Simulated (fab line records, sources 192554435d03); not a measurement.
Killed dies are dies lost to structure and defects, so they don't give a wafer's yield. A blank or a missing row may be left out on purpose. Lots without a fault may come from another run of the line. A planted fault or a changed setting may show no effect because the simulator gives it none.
Split-lot experiment | flow n5_finfet | 7 lots, 36 wafers read, on a route of 1938 steps

THE SPLIT
At N5_BEOL_M5_TRENCH_ETCH_37 (etches SiCOH lowk in C4F6/O2, target depth 71.652 nm, time 24.7 s), the setting time_s was moved away from the recipe's 24.7 s on 12 of the 36 wafers read, by -52.9% to +40.2%. The other wafers ran this setting at the recipe's value.

FROM THE SPLIT TO THE READING: what the file shows between them, 13 steps
- N5_BEOL_M5_ETCH_41: etches SiCN in CH3F/O2, target depth 31.5 nm, time 56.7 s
- N5_BEOL_M5_STRIP_91: strips in N2/H2, time 10 s
- N5_BEOL_M5_OCD_MEAS_38
- N5_BEOL_M5_HM_STRIP_39: strips TiN in peroxide tin strip, target depth 25 nm, time 158 s
- N5_BEOL_M5_SRD_40: time 30 s
- N5_BEOL_M5_ECD_50: material Cu, target thk 300 nm
- N5_BEOL_M5_ANNEAL_51: time 90 s
- N5_BEOL_M5_CMP_52: polishes, stops on SiCOH lowk, t overpolish 6.9 s, target thk 62 nm
- N5_BEOL_M5_THK_MEAS_53: measures by xrf
- N5_BEOL_M5_PRE_CLEAN_77: time 15 s
- N5_BEOL_M5_CO_CAP_78: material Co, precursor CCTBA/H2, target thk 2 nm, time 102.1 s
- N5_BEOL_M5_PRE_CLEAN_55: time 15 s
- N5_BEOL_M5_DEP_56: deposits SiCN from 3MS/NH3, target thk 8 nm, time 14 s

THE READING
M5_RS, in ohm/sq, at N5_BEOL_M5_RS_MEAS_57 (measures by four-point-probe). Fault-free wafers of this fab line usually give 0.386 ohm/sq, standard deviation 0.018 ohm/sq.

wafer  | tool, chamber at the split | time_s as run, s | against the recipe | M5_RS, ohm/sq | against lot-mates on the recipe
L074.1 | rie_diel-01, 0             | 24.7             | recipe             | 0.372         | -
L074.3 | rie_diel-01, 1             | 24.7             | recipe             | 0.405         | -
L074.4 | rie_diel-01, 3             | 24.7             | recipe             | 0.382         | -
L076.2 | rie_diel-01, 2             | 24.7             | recipe             | 0.355         | -
L076.5 | rie_diel-01, 2             | 24.7             | recipe             | 0.377         | -
L076.6 | rie_diel-01, 3             | 24.7             | recipe             | 0.375         | -
L090.1 | rie_diel-04, 1             | 34.62            | +40.2%             | 0.236         | -0.145
L090.2 | rie_diel-04, 2             | 24.7             | recipe             | 0.359         | -
L090.3 | rie_diel-04, 0             | 24.7             | recipe             | 0.409         | -
L090.4 | rie_diel-04, 3             | 34.62            | +40.2%             | 0.243         | -0.138
L090.5 | rie_diel-04, 2             | 34.62            | +40.2%             | 0.238         | -0.143
L090.6 | rie_diel-04, 1             | 24.7             | recipe             | 0.376         | -
L092.1 | rie_diel-01, 0             | 11.64            | -52.9%             | 1.125         | +0.744
L092.2 | rie_diel-01, 1             | 24.7             | recipe             | 0.392         | -
L092.3 | rie_diel-01, 3             | 11.64            | -52.9%             | 1.108         | +0.727
L092.4 | rie_diel-01, 3             | 24.7             | recipe             | 0.377         | -
L092.5 | rie_diel-01, 0             | 11.64            | -52.9%             | 1.222         | +0.841
L092.6 | rie_diel-01, 1             | 24.7             | recipe             | 0.375         | -
L093.1 | rie_diel-05, 1             | 24.7             | recipe             | 0.386         | -
L093.2 | rie_diel-05, 3             | 24.7             | recipe             | 0.415         | -
L093.3 | rie_diel-05, 2             | 24.7             | recipe             | 0.372         | -
L093.4 | rie_diel-05, 0             | 24.7             | recipe             | 0.375         | -
L093.5 | rie_diel-05, 3             | 24.7             | recipe             | 0.413         | -
L093.6 | rie_diel-05, 2             | 24.7             | recipe             | 0.372         | -
L096.1 | rie_diel-04, 2             | 29.81            | +20.7%             | 0.301         | -0.083
L096.2 | rie_diel-04, 0             | 29.81            | +20.7%             | 0.314         | -0.070
L096.3 | rie_diel-04, 1             | 29.81            | +20.7%             | 0.286         | -0.098
L096.4 | rie_diel-04, 3             | 24.7             | recipe             | 0.377         | -
L096.5 | rie_diel-04, 2             | 24.7             | recipe             | 0.397         | -
L096.6 | rie_diel-04, 1             | 24.7             | recipe             | 0.379         | -
L097.1 | rie_diel-05, 2             | 13.54            | -45.2%             | 1.105         | +0.690
L097.2 | rie_diel-05, 3             | 24.7             | recipe             | 0.431         | -
L097.3 | rie_diel-05, 1             | 13.54            | -45.2%             | 0.915         | +0.500
L097.4 | rie_diel-05, 1             | 13.54            | -45.2%             | 1.052         | +0.637
L097.5 | rie_diel-05, 3             | 24.7             | recipe             | 0.407         | -
L097.6 | rie_diel-05, 2             | 24.7             | recipe             | 0.408         | -

THE FIT
A straight line over all 36 wafers: M5_RS changes by -0.0108 ohm/sq for each +1% of time_s; r = -0.93; the points scatter about the line by 0.1 ohm/sq.
The same after taking each lot's own level away (the mean of its wafers on the recipe; 36 wafers): -0.0107 ohm/sq for each +1%; r = -0.93; scatter 0.1 ohm/sq.
On that fit, the largest move of time_s shifts the reading by 0.56 ohm/sq.
The lots' own levels span 0.3690 to 0.4153 ohm/sq, that is 2.6 times the standard deviation above.
So the lot-to-lot level changes the slope little: the two slopes agree.
Check: with one of the wafers moved furthest among these (-52.9%) left out of the fit, the line predicts +0.606 ohm/sq for it against its lot-mates. It came out at +0.744 ohm/sq against them.

OTHER SPLITS ON THESE WAFERS
These wafers also went through other splits before the reading. Each is held against what the fit with the lots' levels taken away leaves over:
other split on the same wafers        | wafers away from the commonest value | r with M5_RS (lot level and that fit taken away)
N5_SD_EPI_N_ETCH_45 target_depth_a    | 7                                    | +0.09
N5_MOL_CONTACT_COAG_ALD_27 ald_cycles | 13                                   | +0.16
N5_BEOL_M3_ETCH_64 time_s             | 3                                    | -0.06

THE WHOLE CHAIN: every reading that the file lists as answering this split, in the file's order
step                      | what it does                                                        | reading                                                                      | change (the file's fit)               | r (the file's)
N5_BEOL_M5_TRENCH_ETCH_37 | etches SiCOH lowk in C4F6/O2, target depth 71.652 nm, time 24.7 s   | BEOL_M5.feature_depth_nm (the simulator's own value, which no gauge read)    | +0.697 nm for each +1% of the setting | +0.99
N5_BEOL_M5_TRENCH_ETCH_37 | etches SiCOH lowk in C4F6/O2, target depth 71.652 nm, time 24.7 s   | etch.depth_nm (the simulator's own value, which no gauge read)               | +0.696 nm for each +1% of the setting | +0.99
N5_BEOL_M5_OCD_MEAS_38    |                                                                     | trench_depth_nm                                                              | +0.695 nm for each +1% of the setting | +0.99
N5_BEOL_M5_CMP_52         | polishes, stops on SiCOH lowk, t overpolish 6.9 s, target thk 62 nm | Cu_of_BEOL_M5_ECD_50.thk_nm (the simulator's own value, which no gauge read) | +0.692 nm for each +1% of the setting | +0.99
N5_BEOL_M5_THK_MEAS_53    | measures by xrf                                                     | M5_THK                                                                       | +0.71 for each +1% of the setting     | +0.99
N5_BEOL_M5_RS_MEAS_57     | measures by four-point-probe                                        | M5_RS                                                                        | -0.011 for each +1% of the setting    | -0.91

THE FILE'S OWN FIT
M5_RS changes by -0.011 ohm/sq for each +1% of time_s, r = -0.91.
